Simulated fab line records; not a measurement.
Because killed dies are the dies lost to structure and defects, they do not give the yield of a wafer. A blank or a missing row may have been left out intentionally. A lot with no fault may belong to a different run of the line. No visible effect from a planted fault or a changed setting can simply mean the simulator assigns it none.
fab line records ; flow nand_harc
record: lots: 7; wafers: 21; last_day: 22
route steps=1159 shown A_WL_FILL@839 A_CONTACT@840 END@1159
lots with no fault: from the same line, run without faults
start_h: hours from the record's opening day to when the first of the lot's shown wafers began ; wait_h: hours from the lot's prior step to this one ; " the same as in the row above ; L1.1+2: a single row standing in for several wafers ; - value missing, or start not given ; * or withheld: withheld ; < > ~ a bound
route shown NAME@n: NAME is a module with steps in the file, n the number in the route of the first one ; usual: mean/standard deviation taken from wafers without a fault ; same: alike in all rows ; chamber/n: place in a boat ; sites: readings site by site ; _std_site: the values' standard deviation ; _edge_site: outer sites' mean less inner sites' ; radius_mm: how far each site lies from the wafer's centre ; mask NAME#n: copy n ; behind: the most recent tool/chamber to have shaped the wafer ; hold: reason for holding the lot/hours on hold/outcome of the hold ; device: the n, p or np transistor that did not switch ; end of line: the route-end tests of the same wafers ; where a step has no rows: the recipe by itself ; killed: count of dies lost to structure and defects at first sort (not the wafer's yield) ; map: per-die view of a wafer (x killed, . not killed, _ where there is no die)
set.NAME: the setting the step ran with; set.NAME@STEP: the setting that earlier step ran with ; model.NAME: the simulator's own value behind a step, which no gauge read
certain route steps with their lots: each step a table, each wafer a row
services: when a tool's chamber went out of use (start_h, in hours from the record's first day, below 0 if earlier), for how many hours, and the reason
== steps ==
step: NHARC_A_WL_FILL_INSPECT_15
usual: raw_defect_count: 400/130
lot.wafer;tool;chamber;start_h;wait_h;raw_defect_count
L767.2;defect_inspect-02;-;374.22;0.0;221
L767.5;defect_inspect-02;-;374.22;0.0;502
L767.6;defect_inspect-02;-;374.22;0.0;315
L770.2;defect_inspect-01;-;408.51;0.0;338
L770.3;defect_inspect-01;-;408.51;0.0;324
L770.5;defect_inspect-01;-;408.51;0.0;294
L774.2;defect_inspect-01;-;421.15;0.0;501
L774.4;defect_inspect-01;-;421.15;0.0;413
L774.5;defect_inspect-01;-;421.15;0.0;812
L776.1;defect_inspect-02;-;438.78;0.0;318
L776.2;defect_inspect-02;-;438.78;0.0;262
L776.6;defect_inspect-02;-;438.78;0.0;333
L777.2;defect_inspect-02;-;441.24;0.0;283
L777.4;defect_inspect-02;-;441.24;0.0;320
L777.5;defect_inspect-02;-;441.24;0.0;242
L775.2;defect_inspect-01;-;443.59;0.0;270
L775.3;defect_inspect-01;-;443.59;0.0;356
L775.5;defect_inspect-01;-;443.59;0.0;358
L778.1;defect_inspect-01;-;453.33;0.0;354
L778.2;defect_inspect-01;-;453.33;0.0;492
L778.4;defect_inspect-01;-;453.33;0.0;358
step: NHARC_A_CONTACT_DEP_24
recipe: target_thk_a: 5000; temp_c: 400; pressure_torr: 6.5; rf_w: 900; teos_flow_sccm: 161.4; flow_sccm: 2650; target_thk_nm: 500; gas: O2; material: SiO2
usual: chamber_pressure_Torr: 6.501/0.014; heater_power_w: 571/72; showerhead_vpp_V: 1826/88; throttle_valve_pct: 15.8/0.52
lot.wafer;tool;chamber;start_h;wait_h;chamber_pressure_Torr;heater_power_w;showerhead_vpp_V;throttle_valve_pct
L767.2;pecvd-01;1;374.42;0.2;6.498;547;1765;15.7
L767.6;pecvd-01;2;374.42;0.2;6.520;462;1877;15.5
L767.5;pecvd-01;1;374.42;0.2;6.491;580;1726;15.5
L770.2;pecvd-04;2;408.59;0.1;6.490;550;1810;16.4
L770.3;pecvd-04;0;408.59;0.1;6.510;582;1921;16.3
L770.5;pecvd-04;1;408.59;0.1;6.510;627;1897;16.3
L774.2;pecvd-04;0;421.58;0.4;6.504;538;1895;16.1
L774.4;pecvd-04;2;421.58;0.4;6.519;556;1795;16.5
L774.5;pecvd-04;1;421.58;0.4;6.490;608;1927;16.6
L776.2;pecvd-01;2;438.91;0.1;6.499;561;1836;16.1
L776.1;pecvd-01;0;438.91;0.1;6.489;452;1826;17.1
L776.6;pecvd-01;2;438.91;0.1;6.502;433;1849;15.9
L777.2;pecvd-01;2;441.44;0.2;6.506;498;1891;16.1
L777.4;pecvd-01;0;441.44;0.2;6.494;437;1808;17.1
L777.5;pecvd-01;1;441.44;0.2;6.505;408;1751;15.4
L775.2;pecvd-04;0;443.66;0.1;6.505;611;1933;16.1
L775.3;pecvd-04;2;443.66;0.1;6.484;516;1794;16.6
L775.5;pecvd-04;2;443.66;0.1;6.490;534;1780;16.4
L778.2;pecvd-02;0;453.40;0.1;6.483;724;1668;15.5
L778.1;pecvd-02;1;453.40;0.1;6.477;555;1894;15.2
L778.4;pecvd-02;0;453.40;0.1;6.470;556;1674;15.5
step: NHARC_A_CONTACT_DEP_28
recipe: target_thk_a: 36000; temp_c: 400; material: aC
usual: throttle_valve_pct: 35.000/0.0088
lot.wafer;tool;chamber;start_h;wait_h;throttle_valve_pct
L767.2;acl_dep-03;0;375.56;0.7;35.007
L767.5;acl_dep-03;0;376.66;1.8;34.999
L767.6;acl_dep-03;0;376.66;1.8;34.990
L770.2;acl_dep-01;0;409.56;0.4;35.000
L770.3;acl_dep-01;0;409.56;0.4;35.003
L770.5;acl_dep-01;0;409.56;0.4;35.003
L774.2;acl_dep-02;0;424.89;2.8;35.001
L774.4;acl_dep-02;0;424.89;2.8;34.989
L774.5;acl_dep-02;0;424.89;2.8;35.005
L776.1;acl_dep-01;0;439.46;0.1;35.010
L776.2;acl_dep-01;0;439.46;0.1;35.009
L776.6;acl_dep-01;0;441.30;1.9;34.980
L777.2;acl_dep-02;0;443.19;1.3;34.985
L777.4;acl_dep-02;0;443.19;1.3;35.002
L777.5;acl_dep-02;0;443.19;1.3;35.002
L775.2;acl_dep-03;0;444.65;0.4;34.999
L775.3;acl_dep-03;0;444.65;0.4;34.995
L775.5;acl_dep-03;0;444.65;0.4;34.975
L778.1;acl_dep-01;0;454.00;0.1;34.988
L778.2;acl_dep-01;0;454.00;0.1;35.006
L778.4;acl_dep-01;0;454.00;0.1;34.994
step: NHARC_A_CONTACT_DEP_29
recipe: target_thk_a: 700; target_thk_nm: 70; temp_c: 400; pressure_torr: 3.5; flow_sccm: 200; rf_w: 350; material: SiON
usual: chamber_pressure_Torr: 3.498/0.0084; heater_power_w: 743/74; showerhead_vpp_V: 1141/49
lot.wafer;tool;chamber;start_h;wait_h;chamber_pressure_Torr;heater_power_w;showerhead_vpp_V
L767.2;pecvd-02;2;377.47;1.5;3.504;794;1122
L767.6;pecvd-02;1;377.47;1.5;3.492;767;1193
L767.5;pecvd-02;2;377.47;1.5;3.498;804;1133
L770.3;pecvd-01;1;411.38;1.1;3.494;780;1105
L770.2;pecvd-01;2;411.38;1.1;3.475;768;1142
L770.5;pecvd-01;0;411.38;1.1;3.503;720;1150
L774.2;pecvd-02;2;426.72;1.5;3.507;814;1123
L774.4;pecvd-02;0;426.72;1.5;3.489;845;1043
L774.5;pecvd-02;1;426.72;1.5;3.483;773;1183
L776.2;pecvd-04;2;441.72;1.5;3.491;704;1103
L776.1;pecvd-04;0;441.72;1.5;3.506;759;1194
L776.6;pecvd-04;0;441.72;1.5;3.507;761;1219
L777.2;pecvd-02;2;445.08;1.5;3.493;724;1121
L777.4;pecvd-02;2;445.08;1.5;3.484;737;1139
L777.5;pecvd-02;0;445.08;1.5;3.500;784;1046
L775.2;pecvd-02;1;446.50;1.5;3.493;754;1190
L775.3;pecvd-02;0;446.50;1.5;3.498;843;1044
L775.5;pecvd-02;1;446.50;1.5;3.493;764;1200
L778.1;pecvd-01;1;456.22;1.9;3.488;647;1091
L778.2;pecvd-01;2;456.22;1.9;3.504;745;1154
L778.4;pecvd-01;2;456.22;1.9;3.496;749;1178
step: NHARC_A_CONTACT_DEHYDRATE_32
recipe: temp_c: 150; time_s: 120
step: NHARC_A_CONTACT_HMDS_33
recipe: time_s: 30
step: NHARC_A_CONTACT_COAT_34
recipe: temp_c: 260; time_s: 75
step: NHARC_A_CONTACT_COAT_35
recipe: temp_c: 225; time_s: 65
step: NHARC_A_CONTACT_COAT_36
recipe: spin_rpm: 1500; resist_thk_nm: 90
step: NHARC_A_CONTACT_SOFTBAKE_37
recipe: temp_c: 105; time_s: 55
step: NHARC_A_CONTACT_EBR_38
step: NHARC_A_CONTACT_EXPOSE_39
recipe: na: 1.35; sigma_outer: 0.8; dose_mj: 58.79; mask_id: A_CC_3
usual: exposure_dose_mJ_cm2: 59.2/0.56
same: sigma_outer: 0.8
lot.wafer;tool;chamber;start_h;wait_h;mask;exposure_dose_mJ_cm2
L767.2;arfi_scanner-03;0;378.00;-;A_CC_3#0;58.7
L767.5;arfi_scanner-03;0;378.00;-;A_CC_3#0;58.8
L767.6;arfi_scanner-03;0;378.00;-;A_CC_3#0;58.7
L770.2;arfi_scanner-03;0;411.97;-;A_CC_3#0;58.8
L770.3;arfi_scanner-03;0;411.97;-;A_CC_3#0;58.7
L770.5;arfi_scanner-03;0;411.97;-;A_CC_3#0;58.7
L774.2;arfi_scanner-01;0;427.21;-;A_CC_3#0;59.9
L774.4;arfi_scanner-01;0;427.21;-;A_CC_3#0;59.9
L774.5;arfi_scanner-01;0;427.21;-;A_CC_3#0;59.9
L776.1;arfi_scanner-03;0;442.27;-;A_CC_3#0;43.5
L776.2;arfi_scanner-03;0;442.27;-;A_CC_3#0;43.5
L776.6;arfi_scanner-03;0;442.27;-;A_CC_3#0;43.5
L777.2;arfi_scanner-03;0;445.51;-;A_CC_3#0;46.6
L777.4;arfi_scanner-03;0;445.51;-;A_CC_3#0;46.6
L777.5;arfi_scanner-03;0;445.51;-;A_CC_3#0;46.6
L775.2;arfi_scanner-02;0;447.09;-;A_CC_3#0;58.8
L775.3;arfi_scanner-02;0;447.09;-;A_CC_3#0;58.8
L775.5;arfi_scanner-02;0;447.09;-;A_CC_3#0;58.8
L778.1;arfi_scanner-03;0;456.81;-;A_CC_3#0;48.9
L778.2;arfi_scanner-03;0;456.81;-;A_CC_3#0;49.0
L778.4;arfi_scanner-03;0;456.81;-;A_CC_3#0;48.9
step: NHARC_A_CONTACT_PEB_40
recipe: peb_temp_c: 100; peb_time_s: 65
step: NHARC_A_CONTACT_DEVELOP_41
recipe: develop_time_s: 35; dev_temp_c: 23
step: NHARC_A_CONTACT_CD_MEAS_42
recipe: target_cd_nm: 200; landing_energy_ev: 500
usual: cd_nm: 200.1/0.49
lot.wafer;tool;chamber;start_h;wait_h;hold;cd_nm
L767.2;cd_sem-03;0;378.14;-;-;198.9
L767.5;cd_sem-03;0;378.14;-;-;199.7
L767.6;cd_sem-03;0;378.14;-;-;199.5
L770.2;cd_sem-02;0;412.11;-;-;200.3
L770.3;cd_sem-02;0;412.11;-;-;199.4
L770.5;cd_sem-02;0;412.11;-;-;201.0
L774.2;cd_sem-02;0;427.35;-;-;200.4
L774.4;cd_sem-02;0;427.35;-;-;199.6
L774.5;cd_sem-02;0;427.35;-;-;199.0
L776.1;cd_sem-02;0;442.41;-;await_dispo/0.2h/release;188.4
L776.2;cd_sem-02;0;442.41;-;await_dispo/0.2h/release;188.2
L776.6;cd_sem-02;0;442.41;-;await_dispo/0.2h/release;187.2
L776.1;cd_sem-02;0;-;-;-;188.3
L776.2;cd_sem-02;0;-;-;-;187.8
L776.6;cd_sem-02;0;-;-;-;187.3
L777.2;cd_sem-01;0;445.65;-;await_dispo/0.2h/release;190.7
L777.4;cd_sem-01;0;445.65;-;await_dispo/0.2h/release;190.9
L777.5;cd_sem-01;0;445.65;-;await_dispo/0.2h/release;190.6
L777.2;cd_sem-01;0;-;-;-;190.8
L777.4;cd_sem-01;0;-;-;-;191.0
L777.5;cd_sem-01;0;-;-;-;190.2
L775.2;cd_sem-03;0;447.24;-;-;199.9
L775.3;cd_sem-03;0;447.24;-;-;199.9
L775.5;cd_sem-03;0;447.24;-;-;199.7
L778.1;cd_sem-02;0;456.95;-;await_dispo/0.2h/release;190.4
L778.2;cd_sem-02;0;456.95;-;await_dispo/0.2h/release;191.8
L778.4;cd_sem-02;0;456.95;-;await_dispo/0.2h/release;191.8
L778.1;cd_sem-02;0;-;-;-;190.3
L778.2;cd_sem-02;0;-;-;-;191.8
L778.4;cd_sem-02;0;-;-;-;191.8
step: NHARC_A_CONTACT_OVL_MEAS_43
usual: overlay_x_nm: 0.0/0.66; overlay_y_nm: 0.3/0.8
lot.wafer;tool;chamber;start_h;wait_h;hold;overlay_x_nm;overlay_y_nm
L767.2;overlay-02;-;378.23;-;-;0.3;-0.7
L767.5;overlay-02;-;378.23;-;-;0.7;-0.8
L767.6;overlay-02;-;378.23;-;-;1.0;-0.8
L770.2;overlay-02;-;412.20;-;-;-0.4;0.6
L770.3;overlay-02;-;412.20;-;-;0.2;0.0
L770.5;overlay-02;-;412.20;-;-;0.2;0.2
L774.2;overlay-02;-;427.43;-;-;-0.6;-0.6
L774.4;overlay-02;-;427.43;-;-;-0.7;-0.8
L774.5;overlay-02;-;427.43;-;-;-1.0;-0.9
L776.1;overlay-02;-;443.81;-;await_dispo/1.1h/release;-1.2;0.6
L776.2;overlay-02;-;443.81;-;await_dispo/1.1h/release;-0.7;0.8
L776.6;overlay-02;-;443.81;-;await_dispo/1.1h/release;-0.5;0.9
L777.2;overlay-01;-;447.26;-;await_dispo/1.3h/release;-0.1;0.7
L777.4;overlay-01;-;447.26;-;await_dispo/1.3h/release;0.1;0.7
L777.5;overlay-01;-;447.26;-;await_dispo/1.3h/release;0.4;0.5
L775.2;overlay-01;-;447.32;-;-;-0.4;0.2
L775.3;overlay-01;-;447.32;-;-;-0.8;0.4
L775.5;overlay-01;-;447.32;-;-;-0.5;0.3
L778.1;overlay-01;-;459.73;-;await_dispo/2.5h/release;-0.7;0.9
L778.2;overlay-01;-;459.73;-;await_dispo/2.5h/release;-0.8;1.4
L778.4;overlay-01;-;459.73;-;await_dispo/2.5h/release;-0.8;1.6
step: NHARC_END_SORT_01
recipe: temp_c: 25
usual: killed_at_array: 26/9; killed_at_other: 0.8/1.2; killed_at_periphery: 3.2/2.3; killed_dies: 30/9.1; killed_open: 3.5/2; killed_short: 1.8/1.4
same: gross_dies: 677
lot.wafer;tool;chamber;start_h;wait_h;killed_at_array;killed_at_other;killed_at_periphery;killed_dies;killed_open;killed_short
L767.2;prober-02;0;463.13;2.8;16;0;0;16;3;0
L767.5;prober-02;0;465.51;3.7;25;2;2;29;6;3
L767.6;prober-02;0;466.31;4.0;20;1;1;22;5;2
L774.4;prober-02;0;493.77;3.4;27;0;3;30;2;2
L775.2;prober-02;0;514.88;2.8;27;0;2;29;4;2
L775.3;prober-02;0;515.69;3.1;19;2;1;22;2;2
L775.5;prober-02;0;517.31;3.7;23;0;4;27;3;1
L776.1;prober-01;0;525.91;2.5;42;0;1;43;4;2
L776.2;prober-01;0;526.71;2.8;40;0;2;42;4;1
L776.6;prober-01;0;529.92;4.0;34;0;1;35;2;4
L778.1;prober-02;0;532.46;2.5;9;0;5;14;4;1
L778.2;prober-02;0;533.27;2.8;7;0;6;13;1;1
L778.4;prober-02;0;534.89;3.4;11;1;3;15;6;1
L777.2;prober-01;0;537.31;2.9;29;0;4;33;7;0
L777.4;prober-01;0;538.90;3.4;42;0;2;44;2;1
L777.5;prober-01;0;539.69;3.7;29;1;2;32;5;1
killed by level:class
L767.2 A_STAIRCASE:chamber_film_flake=5 A_SLIT:chamber_film_flake=5 A_CHANNEL_HOLE_D1:chamber_film_flake=2 A_WL_FILL:geometric_particle:open=1 A_CONTACT:geometric_particle:open=1 A_BLC:geometric_particle:open=1 A_CONTACT:chamber_film_flake=1
L767.5 A_SLIT:chamber_film_flake=6 A_STAIRCASE:chamber_film_flake=5 A_CONTACT:chamber_film_flake=3 A_CHANNEL_HOLE_D1:chamber_film_flake=2 P_CONTACT:geometric_particle:open=1 A_ONON_D1:geometric_particle:short=1 A_ONON_D1:geometric_particle:open=1 A_CHANNEL_FILL_D1:geometric_particle:open=1
L767.6 A_SLIT:chamber_film_flake=7 A_STAIRCASE:chamber_film_flake=5 A_CONTACT:geometric_particle:open=2 A_CHANNEL_HOLE_D1:chamber_film_flake=2 A_ONON_D1:geometric_particle:short=1 A_WL_FILL:geometric_particle:open=1 A_BLC:geometric_particle:short=1 A_M1:geometric_particle:open=1
L774.4 A_CHANNEL_HOLE_D1:chamber_film_flake=14 A_CONTACT:chamber_film_flake=6 A_STAIRCASE:chamber_film_flake=2 P_M1:geometric_particle:short=1 P_M2:geometric_particle:open=1 A_SOURCE_PLATE:geometric_particle:open=1 A_ONON_D1:geometric_particle:short=1 P_ZERO_WELL:chamber_film_flake=1
L775.2 A_SLIT:chamber_film_flake=12 A_CHANNEL_HOLE_D1:chamber_film_flake=5 A_CONTACT:chamber_film_flake=5 A_CHANNEL_FILL_D1:geometric_particle:open=2 P_M1:geometric_particle:open=1 P_M2:geometric_particle:short=1 A_CHANNEL_FILL_D1:geometric_particle:short=1 A_CONTACT:geometric_particle:open=1
L775.3 A_SLIT:chamber_film_flake=7 A_CONTACT:chamber_film_flake=5 A_CHANNEL_HOLE_D1:chamber_film_flake=4 THIN_TSV:chamber_film_flake=2 P_M0:geometric_particle:open=1 A_ONON_D1:geometric_particle:open=1 A_SGD_CUT:geometric_particle:short=1 A_CONTACT:geometric_particle:short=1
L775.5 A_SLIT:chamber_film_flake=5 A_CONTACT:chamber_film_flake=5 A_CONTACT:geometric_particle:open=3 A_CHANNEL_HOLE_D1:chamber_film_flake=3 A_STAIRCASE:chamber_film_flake=3 P_M1:chamber_film_flake=2 P_BONDPAD:chamber_film_flake=2 A_WL_FILL:chamber_film_flake=2
L776.1 A_SLIT:chamber_film_flake=16 A_CHANNEL_HOLE_D1:chamber_film_flake=15 A_STAIRCASE:chamber_film_flake=2 A_WL_FILL:chamber_film_flake=2 A_CONTACT:chamber_film_flake=2 P_M0:geometric_particle:open=1 A_ONON_D1:geometric_particle:short=1 A_CHANNEL_FILL_D1:geometric_particle:open=1
L776.2 A_CHANNEL_HOLE_D1:chamber_film_flake=16 A_SLIT:chamber_film_flake=9 A_CONTACT:chamber_film_flake=9 A_ONON_D1:geometric_particle:open=2 A_STAIRCASE:chamber_film_flake=2 P_CONTACT:geometric_particle:open=1 A_CONTACT:geometric_particle:open=1 A_CONTACT:geometric_particle:short=1
L776.6 A_CHANNEL_HOLE_D1:chamber_film_flake=12 A_SLIT:chamber_film_flake=12 A_CONTACT:chamber_film_flake=5 P_CONTACT:geometric_particle:short=1 A_ONON_D1:geometric_particle:short=1 A_SGD_CUT:geometric_particle:open=1 A_WL_FILL:geometric_particle:short=1 A_CONTACT:geometric_particle:open=1
L778.1 A_CHANNEL_HOLE_D1:chamber_film_flake=3 P_M1:chamber_film_flake=2 P_M1:geometric_particle:open=1 A_ONON_D1:geometric_particle:open=1 A_CONTACT:geometric_particle:short=1 A_BLC:geometric_particle:open=1 A_M0:geometric_particle:open=1 P_ZERO_WELL:chamber_film_flake=1
L778.2 P_GATE:chamber_film_flake=4 A_CHANNEL_HOLE_D1:chamber_film_flake=4 A_CONTACT:chamber_film_flake=2 P_CONTACT:geometric_particle:open=1 A_WL_FILL:geometric_particle:short=1 P_M1:chamber_film_flake=1
L778.4 A_CHANNEL_HOLE_D1:chamber_film_flake=2 P_M1:chamber_film_flake=2 A_STAIRCASE:chamber_film_flake=2 P_GATE:geometric_particle:open=1 A_CHANNEL_HOLE_D1:geometric_particle:open=1 A_SGD_CUT:geometric_particle:open=1 A_WL_FILL:geometric_particle:short=1 A_WL_FILL:geometric_particle:open=1
L777.2 A_CHANNEL_HOLE_D1:chamber_film_flake=11 A_CONTACT:chamber_film_flake=5 A_SGD_CUT:chamber_film_flake=4 P_GATE:chamber_film_flake=2 A_STAIRCASE:chamber_film_flake=2 P_M0:geometric_particle:open=1 A_ONON_D1:geometric_particle:open=1 A_CHANNEL_FILL_D1:geometric_particle:open=1
L777.4 A_CHANNEL_HOLE_D1:chamber_film_flake=22 A_SGD_CUT:chamber_film_flake=6 A_CONTACT:chamber_film_flake=5 A_STAIRCASE:chamber_film_flake=3 A_BLC:geometric_particle:open=1 A_M0:geometric_particle:short=1 A_M0:geometric_particle:open=1 P_CONTACT:chamber_film_flake=1
L777.5 A_CHANNEL_HOLE_D1:chamber_film_flake=16 A_STAIRCASE:chamber_film_flake=5 A_SGD_CUT:chamber_film_flake=2 A_CONTACT:chamber_film_flake=2 P_CONTACT:geometric_particle:open=1 P_M0:geometric_particle:open=1 A_SGD_CUT:geometric_particle:open=1 A_SLIT:geometric_particle:short=1
== services ==
tool;chamber;start_h;hours;kind
arfi_scanner-01;-;358.95;0.9;repair
pecvd-04;-;376.34;13.0;pm
pecvd-04;0;376.34;13.0;vent_cycle
pecvd-04;1;376.34;13.0;vent_cycle
pecvd-04;2;376.34;13.0;vent_cycle
arfi_scanner-01;-;382.60;4.0;pm
pecvd-04;0;389.34;-;clean
pecvd-04;1;389.34;-;clean
pecvd-04;2;389.34;-;clean
pecvd-04;0;389.61;6.4;repair
acl_dep-03;-;405.06;13.0;pm
arfi_scanner-03;0;413.29;-;calibration
pecvd-01;-;418.39;13.0;pm
pecvd-01;0;418.39;13.0;vent_cycle
pecvd-01;1;418.39;13.0;vent_cycle
pecvd-01;2;418.39;13.0;vent_cycle
arfi_scanner-02;-;428.00;4.0;pm
pecvd-01;0;431.39;-;clean
pecvd-01;1;431.39;-;clean
pecvd-01;2;431.39;-;clean
arfi_scanner-01;0;433.45;-;calibration
pecvd-01;-;448.27;0.9;repair
pecvd-04;-;454.48;4.5;repair
== key ==
first_sign: step: NHARC_A_CONTACT_EXPOSE_39; reading: exposure_dose_mJ_cm2; direction: down; sigmas: 23; usual: 59.2; struck: 46.4
effect: step: NHARC_A_CONTACT_CD_MEAS_42; reading: visit; direction: added; through: control_loop
effect: step: NHARC_A_CONTACT_CD_MEAS_42; reading: cd_nm; direction: down; sigmas: 21; usual: 200.1; struck: 190.0; through: control_loop
met_at NHARC_A_CONTACT_EXPOSE_39
struck_wafers L776.1,L776.2,L776.6,L777.2,L777.4,L777.5,L778.1,L778.2,L778.4
tester_left_out L776,L777,L778
loop_trim: step: NHARC_A_CONTACT_EXPOSE_39; setting: dose; lots: L777,L778
onset_between 411.97 442.27
fault: kind: process_parameter_drift; tool: arfi_scanner-03; chamber: -; onset_h: 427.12; steps: NHARC_A_CONTACT_EXPOSE_39; channel: dose_mj; offset: -15.202; shape: step; acts_in: these_recipes_only; stated: 58.79
tester_left_out: of these lots the tester's yield and bins aren't shown, on N5 and GAA mostly nor the transistor test; their killed dies are dies lost to structure and defects alone, not to doping, threshold or leakage, so they don't give the yield
loop_trim: a control loop set the setting to another value than it would have without faults
